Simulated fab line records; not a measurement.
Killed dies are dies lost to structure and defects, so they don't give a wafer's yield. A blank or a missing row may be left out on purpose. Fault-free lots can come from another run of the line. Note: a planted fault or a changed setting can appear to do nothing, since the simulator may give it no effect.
Chamber matching || flow n5_finfet || N5_HKMG_FIN_ETCH_31 on rie_diel-05: 4 sister chambers
The step etches SiARC in CF4, target depth 45.5 nm, time 75.8 s. 8 wafers are shown with their chamber, then 8 later ones without.

## WAFERS, EACH WITH ITS CHAMBER
{"wafer": "L079.6", "chamber": 0, "drypump_motor_current_A (A)": 5.4, "showerhead_plenum_p_Torr (Torr)": 2.20}
{"wafer": "L086.4", "chamber": 0, "drypump_motor_current_A (A)": 5.4, "showerhead_plenum_p_Torr (Torr)": 2.19}
{"wafer": "L091.2", "chamber": 1, "drypump_motor_current_A (A)": 6.2, "showerhead_plenum_p_Torr (Torr)": 2.10}
{"wafer": "L091.5", "chamber": 3, "drypump_motor_current_A (A)": 5.5, "showerhead_plenum_p_Torr (Torr)": 2.11}
{"wafer": "L094.1", "chamber": 3, "drypump_motor_current_A (A)": 5.6, "showerhead_plenum_p_Torr (Torr)": 2.11}
{"wafer": "L094.3", "chamber": 1, "drypump_motor_current_A (A)": 6.2, "showerhead_plenum_p_Torr (Torr)": 2.10}
{"wafer": "L094.4", "chamber": 2, "drypump_motor_current_A (A)": 5.7, "showerhead_plenum_p_Torr (Torr)": 2.22}
{"wafer": "L095.2", "chamber": 2, "drypump_motor_current_A (A)": 5.6, "showerhead_plenum_p_Torr (Torr)": 2.22}

## WAFERS WITHOUT THEIR CHAMBER
{"wafer": "L095.5", "drypump_motor_current_A (A)": 5.4, "showerhead_plenum_p_Torr (Torr)": 2.19}
{"wafer": "L095.6", "drypump_motor_current_A (A)": 5.6, "showerhead_plenum_p_Torr (Torr)": 2.11}
{"wafer": "L096.2", "drypump_motor_current_A (A)": 6.2, "showerhead_plenum_p_Torr (Torr)": 2.10}
{"wafer": "L096.5", "drypump_motor_current_A (A)": 5.6, "showerhead_plenum_p_Torr (Torr)": 2.22}
{"wafer": "L096.6", "drypump_motor_current_A (A)": 5.5, "showerhead_plenum_p_Torr (Torr)": 2.11}
{"wafer": "L097.1", "drypump_motor_current_A (A)": 5.6, "showerhead_plenum_p_Torr (Torr)": 2.11}
{"wafer": "L097.5", "drypump_motor_current_A (A)": 5.3, "showerhead_plenum_p_Torr (Torr)": 2.19}
{"wafer": "L097.6", "drypump_motor_current_A (A)": 6.2, "showerhead_plenum_p_Torr (Torr)": 2.10}

## CHAMBER TAKEN BY EACH
{"wafer": "L095.5", "from the rows above": 0, "in truth": 0}
{"wafer": "L095.6", "from the rows above": 3, "in truth": 3}
{"wafer": "L096.2", "from the rows above": 1, "in truth": 1}
{"wafer": "L096.5", "from the rows above": 2, "in truth": 2}
{"wafer": "L096.6", "from the rows above": 3, "in truth": 3}
{"wafer": "L097.1", "from the rows above": 3, "in truth": 3}
{"wafer": "L097.5", "from the rows above": 0, "in truth": 0}
{"wafer": "L097.6", "from the rows above": 1, "in truth": 1}
Correctly placed: 8 of 8. Number that these rows cannot place: 0. Number placed wrongly: 0.
How it was worked out, from the rows above alone: a wafer's distance from a chamber is the root of the sum, over the readings, of the square of ((its reading less the chamber's mean) divided by the reading's scatter). The wafer belongs to the nearest chamber; if the next one is less than 2 further off, it can't be placed. The mean given for a chamber averages the wafers shown for that chamber. How the scatter is found: for the shown wafers, subtract from each reading the mean of its chamber, square and add these, divide the total by (wafers less chambers), then take the root.
